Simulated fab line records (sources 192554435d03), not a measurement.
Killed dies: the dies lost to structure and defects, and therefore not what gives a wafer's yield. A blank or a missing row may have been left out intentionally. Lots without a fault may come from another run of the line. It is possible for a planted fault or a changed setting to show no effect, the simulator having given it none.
Matching of chambers -- flow n5 finfet -- rie diel-06 running N5_BEOL_M0_SAQP_ETCH_101: 4 sister chambers
The step etches SiNx in CH3F/O2, target depth 29.9 nm, time 42.7 s. 20 wafers are shown with their chamber, then 10 later ones without.

## WAFERS PAIRED WITH THEIR CHAMBERS
wafer,chamber,drypump motor current A (A),showerhead plenum p Torr (Torr),oes product au (a.u.)
L076.4,0,6.5,2.09,0.78
L076.5,2,5.5,2.03,0.82
L076.6,3,5.8,1.90,0.70
L081.1,0,6.5,2.09,0.78
L081.2,3,5.8,1.89,0.70
L081.4,2,5.5,2.03,0.81
L083.2,0,6.5,2.09,0.77
L083.3,1,6.2,1.97,0.96
L083.4,2,5.5,2.02,0.80
L085.1,2,5.5,2.02,0.80
L085.2,3,5.8,1.89,0.69
L085.6,1,6.3,1.97,0.96
L086.3,1,6.3,1.97,0.94
L086.5,0,6.5,2.09,0.76
L086.6,3,5.8,1.89,0.69
L090.3,0,6.5,2.08,0.76
L090.5,3,5.8,1.89,0.68
L090.6,2,5.5,2.02,0.79
L093.1,0,6.5,2.08,0.75
L093.4,1,6.3,1.96,0.91

SIGNATURES (averages over the wafers above)
reading,chamber 0,chamber 1,chamber 2,chamber 3,scatter within a chamber
drypump motor current A,6.500,6.275,5.500,5.800,0.0217
showerhead plenum p Torr,2.0867,1.9675,2.0240,1.8920,0.00505
oes product au,0.7667,0.9425,0.8040,0.6920,0.0142
Rule: a wafer's distance from a chamber is the root of the sum, over the readings, of the square of ((its reading less the chamber's mean) divided by the reading's scatter). The wafer belongs to the nearest chamber; if the next one is less than 2 further off, it can't be placed. The scatter is the square root of a quotient: the sum, over the shown wafers, of each reading's squared deviation from its chamber's mean, divided by wafers minus chambers.

## WAFERS WHOSE CHAMBER IS MISSING
wafer,drypump motor current A (A),showerhead plenum p Torr (Torr),oes product au (a.u.)
L093.5,6.5,2.08,0.75
L094.1,5.5,2.02,0.79
L094.5,6.5,2.08,0.75
L094.6,5.8,1.89,0.68
L095.4,6.3,1.96,0.92
L095.5,6.2,1.96,0.91
L095.6,5.5,2.02,0.78
L097.3,5.5,2.02,0.78
L097.4,5.8,1.88,0.67
L097.5,6.5,2.08,0.75

## WHICH CHAMBER EACH WENT THROUGH
wafer,from the rows above,in truth
L093.5,0,0
L094.1,2,2
L094.5,0,0
L094.6,3,3
L095.4,1,1
L095.5,1,1
L095.6,2,2
L097.3,2,2
L097.4,3,3
L097.5,0,0
Correctly placed: 10 of 10. Number that these rows cannot place: 0. Number placed wrongly: 0.
